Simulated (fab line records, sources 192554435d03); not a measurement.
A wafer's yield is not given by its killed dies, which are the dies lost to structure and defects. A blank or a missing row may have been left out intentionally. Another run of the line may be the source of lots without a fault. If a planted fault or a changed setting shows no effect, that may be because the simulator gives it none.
Chamber matching	flow n5_finfet	N5_FIN_SAQP_HM_DEP_72 on pecvd-02 has 3 sister chambers
The step deposits SiO2 from SiH4/N2O, target thk 12 nm, time 7.2 s. 3 wafers are shown with their chamber, then 7 later ones without.

== WAFERS PAIRED WITH THEIR CHAMBERS ==
wafer	chamber	showerhead_plenum_p_Torr (Torr)
L080.1	1	8.21
L084.3	2	8.07
L084.4	0	8.18

== WAFERS MISSING THEIR CHAMBER ==
wafer	showerhead_plenum_p_Torr (Torr)
L084.6	8.21
L086.1	8.22
L086.3	8.07
L086.6	8.08
L095.2	8.21
L095.5	8.21
L095.6	8.08

== CHAMBER TAKEN BY EACH ==
wafer	from the rows above	in truth
L084.6	1	1
L086.1	1	1
L086.3	2	2
L086.6	2	2
L095.2	1	1
L095.5	1	1
L095.6	2	2
Placed correctly: 7 of 7. Not placeable from these rows: 0. 0 placed wrongly.
How it was worked out, from the rows above alone: a wafer's distance from a chamber is the root of the sum, over the readings, of the square of ((its reading less the chamber's mean) divided by the reading's scatter). The wafer belongs to the nearest chamber; if the next one is less than 2 further off, it can't be placed. For every chamber, the mean is computed from those of its wafers that are shown. The scatter: root of mean squared gap, hidden wafer to nearest shown wafer, with one shown wafer a chamber.
